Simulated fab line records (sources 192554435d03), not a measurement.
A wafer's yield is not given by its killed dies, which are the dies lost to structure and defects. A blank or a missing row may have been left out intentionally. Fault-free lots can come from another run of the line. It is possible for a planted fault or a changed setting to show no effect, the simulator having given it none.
fab line records    flow n5Finfet
record lots=4  wafers=12  lastDay=20
route steps=1938 shown PMOS_HMC_CHANNEL_EPI@62 FIN_SAQP@90 BEOL_M4@1111 PASSIVATION@1936
lots that met no fault: from a run of the same line without faults
startH: start of the lot's first displayed wafer, in hours after the record's first day    waitH: hours elapsed since this lot's preceding step    " same as the row above    L1.1+2: a row that stands for several wafers    - no value, or no start was given    * or withheld: withheld    < > ~ a bound
route shown NAME@n: NAME is a module with steps in the file, n the number in the route of the first one    usual: average and standard deviation across the fault-free wafers    same: alike in all rows    chamber/n: place in a boat    sites: each site's reading    _std_site: the values' standard deviation    _edge_site: mean of outer sites minus mean of inner sites    radiusMm: for every site, how far away it sits from the centre of the wafer    mask NAME#n: copy n    behind: the most recent tool/chamber to have shaped the wafer    hold: cause of the lot's hold/its duration in hours/its outcome    device: whichever transistor did not switch (one of n, p or np)    end of line: tests run on the same wafers once the route is complete    step lacking rows: just its recipe    killed: dies lost to structure and defects at the first sort, not the wafer's yield    map: the dies of a wafer, with x for killed, . for not killed, _ for no die there
set.NAME: the setting as run; set.NAME@STEP: as run at that earlier step    model.NAME: the simulator's own value behind a step, which no gauge read
certain route steps with their lots: each step a table, each wafer a row
services: a tool's chamber out of use, with start hour (startH, from the record's first day; less than 0 if before it), hours out, and reason
## steps
# step N5_PMOS_HMC_CHANNEL_EPI_EXPOSE_06
# recipe maskId=PMOS_HMC_BLK  na=1.35  sourceShape=conventional  sigmaOuter=0.8  polarization=unpolarized  targetCdNm=240  doseMj=41
# step N5_PMOS_HMC_CHANNEL_EPI_PEB_07
# recipe pebTempC=110  pebTimeS=60  resist=CAR-ArF-block
# step N5_PMOS_HMC_CHANNEL_EPI_DEVELOP_08
# recipe developTimeS=30  developer=TMAH  resist=CAR-ArF-block  devTempC=23  rinseLiquid=diw  dry=airSpin
# step N5_PMOS_HMC_CHANNEL_EPI_DESCUM_14
# recipe chemistry=O2  timeS=7.9  sourcePowerW=50  biasPowerW=20  pressureMtorr=20  rfFrequencyHz=2.712e+07  tempC=40  resist=CAR-ArF-block  o2FlowSccm=225
# step N5_PMOS_HMC_CHANNEL_EPI_ETCH_32
# recipe chemistry=N2/H2  target=BARC  stopOn=SiO2  targetDepthA=858  overEtchFrac=0.3  timeS=50.3  ionEnergyEv=200  maskMaterial=CAR-ArF-block  pressureMtorr=30  sourceW=840  biasW=150  n2FlowSccm=200  h2FlowSccm=200
# step N5_PMOS_HMC_CHANNEL_EPI_HM_OPEN_15
# recipe chemistry=CHF3/O2  target=SiO2  maskMaterial=CAR-ArF-block  targetDepthA=406  CHF3_flow_sccm=50  O2_flow_sccm=5  Ar_flow_sccm=200  timeS=20.3  pressureMtorr=30  sourceW=650  biasW=170  ionEnergyEv=200
# step N5_PMOS_HMC_CHANNEL_EPI_STRIP_33
# recipe chemistry=N2/H2  powerW=500  tempC=40  pressureMtorr=50  rfFrequencyHz=6e+07  overashFraction=0.3  biasPowerW=8  h2Frac=0.5  n2FlowSccm=300  h2FlowSccm=300
# step N5_PMOS_HMC_CHANNEL_EPI_STRIP_17
# recipe chemistry=SPM  timeS=750  tempC=130  h2so4H2o2VolRatio=4  dry=ipaMarangoni
# step N5_PMOS_HMC_CHANNEL_EPI_ETCH_38
# recipe chemistry=CF4  target=SiO2  targetDepthA=15  ionEnergyEv=350  pressureMtorr=10  icpW=800  biasW=400  cf4FlowSccm=80
# step N5_PMOS_HMC_CHANNEL_EPI_FIN_RECESS_16
# recipe chemistry=HBr/Cl2  target=Si  maskMaterial=SiO2  targetDepthA=540  timeS=18  pressureMtorr=10  icpW=800  biasW=75  HBr_flow_sccm=150  Cl2_flow_sccm=80
# usual drypumpMotorCurrentA=5.7/0.48  heBacksideLeakSccm=2.8/0.33  oesProductAu=0.992/0.022  throttleValvePct=35.4/0.31
lot.wafer  tool      chamber  startH  waitH  drypumpMotorCurrentA  heBacksideLeakSccm  oesProductAu  rfHoursCounterH  throttleValvePct  model.PMOS_HMC_CHANNEL_EPI.featureDepthNm  model.etch.depthNm
L653.2     rieSi-04  2        77.67   0.0    5.4                   2.8                 0.968         165              34.9              53.13                                      53.13
L653.4     "         0        "       "      6.0                   2.8                 1.004         156              35.7              59.68                                      59.68
L653.5     "         0        "       "      6.0                   2.8                 1.015         -                35.7              52.84                                      52.84
L654.3     rieSi-04  2        83.61   0.0    5.4                   2.9                 0.974         165              34.9              60.38                                      60.38
L654.4     "         3        "       "      6.4                   2.9                 1.013         175              34.8              59.78                                      59.78
L654.5     "         2        "       "      5.4                   2.9                 0.978         -                34.9              53.58                                      53.58
L661.1     rieSi-06  0        126.36  0.0    5.6                   2.6                 0.998         1                35.6              54.53                                      54.53
L661.3     "         3        "       "      5.1                   3.2                 0.961         181              35.8              51.57                                      51.57
L661.4     "         2        "       "      4.9                   2.5                 0.992         48               35.4              52.47                                      52.47
L666.4     rieSi-04  3        155.78  0.0    6.4                   2.9                 1.029         177              34.8              54.14                                      54.14
L666.5     "         3        "       "      6.4                   2.9                 1.022         -                34.8              53.84                                      53.84
L666.6     "         2        "       "      5.4                   2.8                 0.979         -                34.9              53.92                                      53.92
# step N5_PMOS_HMC_CHANNEL_EPI_PRECLEAN_36
# recipe chemistry=O3/DIW  timeS=45  tempC=22  o3Ppm=10
# step N5_PMOS_HMC_CHANNEL_EPI_PRECLEAN_18
# recipe chemistry=DHF  timeS=30  tempC=25  dilution=withheld
# step N5_PMOS_HMC_CHANNEL_EPI_SRD_19
# recipe dry=ipaMarangoni  doPpb=5  timeS=30  tempC=23  rinseLiquid=diw
# step N5_PMOS_HMC_CHANNEL_EPI_EPI_20
# recipe material=SiGe30  maskMaterial=SiO2  pressureTorr=20  targetThkA=590  tempC=600
# step N5_PMOS_HMC_CHANNEL_EPI_HM_STRIP_35
# recipe chemistry=dHF  tempC=25  material=SiO2  target=SiO2  targetDepthA=396  timeS=216
# step N5_PMOS_HMC_CHANNEL_EPI_SRD_39
# recipe dry=ipaMarangoni  timeS=30  tempC=23  rinseLiquid=diw
# step N5_PMOS_HMC_CHANNEL_EPI_CMP_21
# recipe material=SiGe30  postCmpClean=alkalineBrush  targetThkNm=54
# step N5_PMOS_HMC_CHANNEL_EPI_THK_MEAS_22
# recipe reads=SiGe30_of_PMOS_HMC_CHANNEL_EPI_EPI_20
# usual HMC_CMP_THK=53.6/0.88
lot.wafer  tool          chamber  startH  waitH  HMC_CMP_THK[nm]
L653.2     filmMetro-01  -        79.88   -      53.0
L653.4     "             -        "       "      59.5
L653.5     "             -        "       "      52.7
L654.3     filmMetro-02  -        85.41   -      59.2
L654.4     "             -        "       "      59.1
L654.5     "             -        "       "      53.5
L661.1     filmMetro-01  -        128.16  -      54.6
L661.3     "             -        "       "      51.5
L661.4     "             -        "       "      52.4
L666.4     filmMetro-02  -        157.59  -      54.1
L666.5     "             -        "       "      53.9
L666.6     "             -        "       "      54.1
# step N5_PMOS_HMC_CHANNEL_EPI_PRECLEAN_40
# recipe chemistry=DHF  timeS=30  tempC=25  dilution=withheld
# step N5_PMOS_HMC_CHANNEL_EPI_PRECLEAN_37
# recipe chemistry=O3/DIW  timeS=45  tempC=22  o3Ppm=10
# step N5_PMOS_HMC_CHANNEL_EPI_PRECLEAN_24
# recipe chemistry=DHF  timeS=30  tempC=25  dilution=withheld
# step N5_PMOS_HMC_CHANNEL_EPI_SRD_25
# recipe dry=ipaMarangoni  doPpb=5  timeS=30  tempC=23  rinseLiquid=diw
# step N5_PMOS_HMC_CHANNEL_EPI_EPI_26
# recipe material=Si  targetThkA=38  tempC=650  precursor=SiH4/H2  pressureTorr=20  timeS=22.7
# step N5_FIN_SAQP_PRECLEAN_42
# recipe chemistry=O3/DIW  timeS=60  tempC=22  o3Ppm=10
# step N5_FIN_SAQP_PRECLEAN_00
# recipe chemistry=SC1  timeS=60  tempC=55  mix=1:2:50
# step N5_FIN_SAQP_PRECLEAN_44
# recipe chemistry=SC2  timeS=45  tempC=35  mix=1:1:50
# step N5_FIN_SAQP_SRD_01
# recipe dry=ipaMarangoni  timeS=30  tempC=23  rinseLiquid=diw
# step N5_FIN_SAQP_ALD_61
# recipe material=SiO2  targetThkA=40  tempC=300  aldPrecursorFamily=BDEAS  aldCoReactant=O2-plasma  pulseTimeS=1  purgeTimeS=2  coReactantPurgeTimeS=2  aldCycles=43  pressureTorr=2
# step N5_FIN_SAQP_DENSIFY_62
# recipe tempC=700  timeS=60  ambient=N2  idleTempC=600  rampUpCPerS=150  rampDownCPerS=60  coolToC=600
# step N5_FIN_SAQP_HM_DEP_03
# recipe material=SiNx  targetThkA=380  tempC=400  precursor=SiH4/NH3/N2  pressureTorr=1.5  rfW=300  timeS=33.6
# step N5_FIN_SAQP_PECVD_47
# recipe material=a-Si  targetThkA=450  tempC=400  precursor=SiH4/He  pressureTorr=3  rfW=100  timeS=36.3
# step N5_FIN_SAQP_PECVD_48
# recipe material=SiNx  targetThkA=250  tempC=400  precursor=SiH4/NH3/N2  pressureTorr=1.5  rfW=300  timeS=22.1
# step N5_FIN_SAQP_PECVD_06
# recipe material=a-Si  targetThkA=600  tempC=400  precursor=SiH4/He  pressureTorr=3  rfW=100  timeS=48.1
# step N5_FIN_SAQP_HM_DEP_72
# recipe material=SiO2  targetThkA=120  tempC=400  precursor=SiH4/N2O  pressureTorr=0.75  rfW=275  timeS=7.2
# step N5_FIN_SAQP_COAT_49
# recipe resist=SOC  tempC=250  timeS=60  spinRpm=1500  resistThkNm=100
# step N5_BEOL_M4_RC_MEAS_101
# usual CJ_P=5.85/0.19  DIBL_N=36.7/1.8  DIBL_P=37.0/2.4  IOFF_N=0.17/0.036  IOFF_P=0.22/0.042  ION_N=673/12  ION_P=462/8.5  SS_N=71.7/0.62  SS_P=73.4/0.65  VT_N=250/3.7  VT_P=-250/3.7
lot.wafer  tool       chamber  startH  waitH  CJ_P  DIBL_N[mV/V]  DIBL_P[mV/V]  IOFF_N[nA/um]  IOFF_P[nA/um]  ION_N[uA/um]  ION_P[uA/um]  SS_N[mV/dec]  SS_P[mV/dec]  VT_N[mV]  VT_P[mV]
L654.3     prober-02  0        237.34  0.3    4.33  38.8          39.8          0.19           0.28           697           464           71.6          75.3          248       -251
L654.4     "          0        "       "      4.47  35.0          36.0          0.14           0.21           672           458           71.7          73.5          251       -253
L654.5     "          0        "       "      5.98  37.7          38.3          0.19           0.25           701           479           72.2          74.6          247       -247
L653.2     prober-01  0        239.58  0.2    5.70  34.8          34.0          0.12           0.17           664           456           71.2          72.2          255       -254
L653.4     "          0        "       "      4.41  32.0          32.5          0.09           0.16           649           456           70.6          72.9          260       -256
L653.5     "          0        "       "      5.84  33.1          33.1          0.09           0.16           641           447           71.2          72.4          262       -258
L661.1     prober-02  0        286.97  0.0    5.55  36.8          32.7          0.16           0.18           669           457           72.3          72.2          248       -247
L661.3     "          0        "       "      6.11  36.5          35.0          0.17           0.21           688           467           71.5          73.1          247       -249
L661.4     "          0        "       "      6.00  37.0          34.7          0.17           0.21           674           465           71.5          72.9          248       -251
L666.4     prober-01  0        356.19  0.5    5.90  36.3          36.1          0.16           0.21           686           465           71.9          73.1          248       -249
L666.5     "          0        "       "      5.89  36.5          35.6          0.15           0.20           675           464           71.0          73.1          249       -253
L666.6     "          0        "       "      5.87  34.9          32.6          0.12           0.15           663           445           71.7          72.3          255       -255
# step N5_PASSIVATION_PROBE_49
# usual defectLimitedYield=91.1/1.4  killed_at_M0_to_M3=32/9.3  killed_at_M4_up=13/5.8  killedAtContacts=12/6.3  killedAtFrontEnd=44/12  killedAtOther=3.6/2.7  killedDies=104/17  killedOpen=69/13  killedShort=34/6.9  sort_bin_5_function=5.2/0.98  sort_bin_6_memory=3.3/0.59  sort_bin_8_speed=0.01/0.039  sortNPass=1075/17  sortYieldPct=91.1/1.4
# same grossDies=1180  killedAtBackSide=0  sort_bin_4_leakage[%]=0
lot.wafer  tool       chamber  startH  waitH  defectLimitedYield[%]  killed_at_M0_to_M3  killed_at_M4_up  killedAtContacts  killedAtFrontEnd  killedAtOther  killedDies  killedOpen  killedShort  sort_bin_5_function[%]  sort_bin_6_memory[%]  sort_bin_8_speed[%]  sortNPass  sortYieldPct[%]
L653.2     prober-01  -        345.13  0.1    88.6                   33                  20               30                50                1              134         89          45           6.7                     4.4                   0                    1046       88.6
L653.4     prober-01  -        345.23  0.2    85.9                   33                  15               44                70                4              166         110         48           8.1                     4.7                   0                    1014       85.9
L653.5     prober-01  -        345.28  0.2    90.8                   27                  17               18                47                0              109         72          32           4.7                     3.6                   0.42                 1066       90.3
L654.3     prober-02  -        351.38  0.1    91.9                   36                  9                6                 41                3              95          65          30           4.1                     3.6                   0                    1085       91.9
L654.4     prober-02  -        351.43  0.2    91.8                   38                  3                12                44                0              97          61          36           5.8                     2.1                   0                    1083       91.8
L654.5     prober-02  -        351.48  0.2    92.3                   27                  9                13                38                4              91          56          34           4.7                     2.8                   0                    1089       92.3
L661.1     prober-01  -        392.15  0.0    89.9                   37                  15               15                46                6              119         83          36           6.2                     3.0                   0                    1061       89.9
L661.3     prober-01  -        392.25  0.1    93.0                   29                  6                16                30                2              83          56          27           4.2                     2.5                   0                    1097       93.0
L661.4     prober-01  -        392.30  0.2    90.5                   27                  15               21                43                6              112         77          32           5.4                     3.5                   0                    1068       90.5
L666.4     prober-01  -        470.45  0.2    92.8                   24                  9                14                33                5              85          57          27           4.6                     2.6                   0                    1095       92.8
L666.5     prober-01  -        470.50  0.2    93.6                   27                  8                5                 34                1              75          47          26           3.3                     3.1                   0                    1105       93.6
L666.6     prober-01  -        470.55  0.3    90.6                   51                  13               17                27                3              111         76          32           5.7                     3.6                   0                    1069       90.6
# killed by level:class
L653.2 MOL_CONTACT_COAG:geometricParticle:open=24 FIN_SAQP:geometricParticle:open=14 BEOL_M4:geometricParticle:open=14 BEOL_M2:geometricParticle:open=13 FIN_SAQP:geometricParticle:short=12 BEOL_M0_SAQP:geometricParticle:short=7 MOL_CONTACT_COAG:geometricParticle:short=6 DUMMY_GATE:geometricParticle:short=5
L653.4 MOL_CONTACT_COAG:geometricParticle:open=31 STI_FIN_REVEAL:geometricParticle:open=16 FIN_SAQP:geometricParticle:open=14 BEOL_M2:geometricParticle:open=13 MOL_CONTACT_COAG:geometricParticle:short=13 BEOL_M4:geometricParticle:open=10 FIN_SAQP:geometricParticle:short=8 HKMG_FIN:areaEtch=8
L653.5 BEOL_M2:geometricParticle:open=16 MOL_CONTACT_COAG:geometricParticle:open=15 FIN_SAQP:geometricParticle:short=8 BEOL_M4:geometricParticle:open=7 GATE_CUT:geometricParticle:short=7 DUMMY_GATE:geometricParticle:open=5 GATE_CUT:geometricParticle:open=5 BEOL_M1:geometricParticle:open=5
L654.3 BEOL_M0_SAQP:geometricParticle:open=15 FIN_SAQP:geometricParticle:open=14 BEOL_M3:geometricParticle:open=9 FIN_SAQP:geometricParticle:short=7 DUMMY_GATE:geometricParticle:open=7 MOL_CONTACT_COAG:geometricParticle:open=6 BEOL_M0_SAQP:geometricParticle:short=6 DUMMY_GATE:geometricParticle:short=3
L654.4 FIN_SAQP:geometricParticle:short=14 MOL_CONTACT_COAG:geometricParticle:open=11 FIN_SAQP:geometricParticle:open=10 BEOL_M3:geometricParticle:open=8 BEOL_M0_SAQP:geometricParticle:open=8 DUMMY_GATE:geometricParticle:open=7 BEOL_M0_SAQP:geometricParticle:short=7 BEOL_M1:geometricParticle:open=5
L654.5 MOL_CONTACT_COAG:geometricParticle:open=13 FIN_SAQP:geometricParticle:open=12 FIN_SAQP:geometricParticle:short=9 GATE_CUT:geometricParticle:short=5 BEOL_M1:geometricParticle:short=5 BEOL_M1:geometricParticle:open=4 STARTING-WAFER:geometricParticle:open=4 DUMMY_GATE:geometricParticle:open=3
L661.1 STI_FIN_REVEAL:geometricParticle:open=14 MOL_CONTACT_COAG:geometricParticle:open=13 FIN_SAQP:geometricParticle:short=9 BEOL_M0_SAQP:geometricParticle:open=9 BEOL_M3:geometricParticle:open=8 BEOL_M1:geometricParticle:open=7 BEOL_M2:geometricParticle:open=7 BEOL_M0_SAQP:geometricParticle:short=6
L661.3 MOL_CONTACT_COAG:geometricParticle:open=14 BEOL_M0_SAQP:geometricParticle:open=9 BEOL_M0_SAQP:geometricParticle:short=7 BEOL_M2:geometricParticle:open=5 FIN_SAQP:geometricParticle:open=4 STI_FIN_REVEAL:geometricParticle:open=4 DUMMY_GATE:geometricParticle:open=4 BEOL_M3:geometricParticle:open=4
L661.4 MOL_CONTACT_COAG:geometricParticle:open=18 FIN_SAQP:geometricParticle:open=10 BEOL_M0_SAQP:geometricParticle:short=8 BEOL_M7:geometricParticle:open=8 GATE_CUT:geometricParticle:short=7 BEOL_M2:geometricParticle:open=7 FIN_SAQP:geometricParticle:short=6 STI_FIN_REVEAL:geometricParticle:open=6
L666.4 MOL_CONTACT_COAG:geometricParticle:open=11 BEOL_M3:geometricParticle:open=10 FIN_SAQP:geometricParticle:short=8 FIN_SAQP:geometricParticle:open=5 STI_FIN_REVEAL:geometricParticle:open=3 DUMMY_GATE:geometricParticle:open=3 ILD0:geometricParticle:open=3 BEOL_M2:geometricParticle:open=3
L666.5 BEOL_M2:geometricParticle:open=12 FIN_SAQP:geometricParticle:short=9 STI_FIN_REVEAL:geometricParticle:open=6 FIN_SAQP:geometricParticle:open=4 ILD0:geometricParticle:open=3 MOL_CONTACT_COAG:geometricParticle:open=3 BEOL_M0_SAQP:geometricParticle:open=3 BEOL_M1:geometricParticle:open=3
L666.6 MOL_CONTACT_COAG:geometricParticle:open=15 BEOL_M2:geometricParticle:open=12 BEOL_M0_SAQP:geometricParticle:open=10 BEOL_M0_SAQP:geometricParticle:short=9 BEOL_M3:geometricParticle:open=9 GATE_CUT:geometricParticle:short=7 BEOL_M4:geometricParticle:open=5 FIN_SAQP:geometricParticle:open=3
## services
tool      chamber  startH  hours  kind
rieSi-04  -        54.79   0.3    repair
rieSi-06  1        81.23   2.9    repair
rieSi-04  2        121.91  6.5    repair
## key
firstSign step=N5_PMOS_HMC_CHANNEL_EPI_THK_MEAS_22  reading=HMC_CMP_THK  direction=up  sigmas=6.4  usual=53.6  struck=59.2
effect step=N5_BEOL_M4_RC_MEAS_101  reading=CJ_P  direction=down  sigmas=7.7  usual=5.85  struck=4.40
modelEffect step=N5_PMOS_HMC_CHANNEL_EPI_FIN_RECESS_16  value=PMOS_HMC_CHANNEL_EPI.featureDepthNm  without=53.06  struck=59.95
metAt N5_PMOS_HMC_CHANNEL_EPI_FIN_RECESS_16
struckWafers L653.4,L654.3,L654.4
fault kind=processParameterDrift  tool=rieSi-04  chamber=-  onsetH=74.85  steps=N5_PMOS_HMC_CHANNEL_EPI_FIN_RECESS_16  channel=timeS  offset=*  shape=step  endH=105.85  scope=struckWafersOnly  actsIn=*  stated=*
